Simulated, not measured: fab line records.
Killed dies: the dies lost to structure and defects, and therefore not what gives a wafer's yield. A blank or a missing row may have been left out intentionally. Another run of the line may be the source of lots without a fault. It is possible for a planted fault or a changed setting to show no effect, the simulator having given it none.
Matching of chambers + flow nand_harc + NHARC_A_SLIT_ETCH_24 on rie_diel-02: 4 sister chambers
The step etches the open film in CF4/CHF3, target depth 121 nm, time 60.5 s. 22 wafers are shown with their chamber, then 11 later ones without.

EACH WAFER AND ITS CHAMBER
| wafer  | chamber | showerhead_plenum_p_Torr (Torr) | drypump_motor_current_A (A) | rf_vpp_V (V) |
|--------|---------|---------------------------------|-----------------------------|--------------|
| L074.1 | 2       | 1.65                            | 6.03                        | 373.3        |
| L074.4 | 1       | 1.55                            | 6.05                        | 369.5        |
| L074.5 | 0       | 1.62                            | 5.78                        | 373.0        |
| L078.1 | 3       | 1.51                            | 5.90                        | 368.9        |
| L078.2 | 0       | 1.62                            | 5.73                        | 372.7        |
| L078.6 | 2       | 1.65                            | 6.05                        | 372.4        |
| L081.2 | 3       | 1.51                            | 5.90                        | 368.0        |
| L081.3 | 0       | 1.62                            | 5.79                        | 373.6        |
| L081.5 | 3       | 1.51                            | 5.89                        | 367.3        |
| L082.1 | 0       | 1.62                            | 5.80                        | 371.1        |
| L082.3 | 2       | 1.65                            | 5.99                        | 374.0        |
| L082.6 | 3       | 1.51                            | 5.92                        | 368.7        |
| L084.1 | 3       | 1.51                            | 5.92                        | 368.8        |
| L084.2 | 1       | 1.54                            | 6.07                        | 369.0        |
| L084.4 | 3       | 1.51                            | 5.89                        | 368.4        |
| L087.4 | 2       | 1.65                            | 6.01                        | 372.4        |
| L087.5 | 1       | 1.55                            | 6.05                        | 368.8        |
| L087.6 | 3       | 1.51                            | 5.92                        | 368.7        |
| L085.1 | 1       | 1.54                            | 6.07                        | 369.5        |
| L085.3 | 3       | 1.51                            | 5.91                        | 368.0        |
| L085.5 | 2       | 1.65                            | 6.00                        | 373.0        |
| L088.3 | 0       | 1.62                            | 5.80                        | 373.0        |

SIGNATURES, as means of the wafers listed above
| reading                  | chamber 0 | chamber 1 | chamber 2 | chamber 3 | scatter within a chamber |
|--------------------------|-----------|-----------|-----------|-----------|--------------------------|
| showerhead_plenum_p_Torr | 1.6200    | 1.5450    | 1.6500    | 1.5100    | 0.00236                  |
| drypump_motor_current_A  | 5.7800    | 6.0600    | 6.0160    | 5.9062    | 0.0201                   |
| rf_vpp_V                 | 372.680   | 369.200   | 373.020   | 368.350   | 0.66                     |
Rule: distance of a wafer from a chamber = root of the sum over the readings of ((wafer's reading minus chamber's mean) / reading's scatter) squared. The wafer belongs to the nearest chamber; if the next one is less than 2 further off, it can't be placed. The scatter: the root of (the sum of the squares of (reading less its chamber's mean) over the shown wafers, divided by (wafers less chambers)).

WAFERS MISSING THEIR CHAMBER
| wafer  | showerhead_plenum_p_Torr (Torr) | drypump_motor_current_A (A) | rf_vpp_V (V) |
|--------|---------------------------------|-----------------------------|--------------|
| L088.4 | 1.65                            | 6.01                        | 374.7        |
| L088.6 | 1.65                            | 6.03                        | 373.5        |
| L092.1 | 1.54                            | 6.03                        | 369.3        |
| L092.3 | 1.51                            | 5.89                        | 368.4        |
| L092.4 | 1.65                            | 6.02                        | 373.4        |
| L096.1 | 1.62                            | 5.75                        | 372.4        |
| L096.3 | 1.51                            | 5.89                        | 369.3        |
| L096.5 | 1.65                            | 6.00                        | 373.2        |
| L097.1 | 1.65                            | 6.00                        | 373.8        |
| L097.2 | 1.62                            | 5.82                        | 372.1        |
| L097.3 | 1.54                            | 6.03                        | 370.5        |

THE CHAMBER EACH PASSED THROUGH
| wafer  | from the rows above | in truth |
|--------|---------------------|----------|
| L088.4 | 2                   | 2        |
| L088.6 | 2                   | 2        |
| L092.1 | 1                   | 1        |
| L092.3 | 3                   | 3        |
| L092.4 | 2                   | 2        |
| L096.1 | 0                   | 0        |
| L096.3 | 3                   | 3        |
| L096.5 | 2                   | 2        |
| L097.1 | 2                   | 2        |
| L097.2 | 0                   | 0        |
| L097.3 | 1                   | 1        |
Correctly placed: 11 of 11. From these rows, 0 cannot be placed. Number placed wrongly: 0.
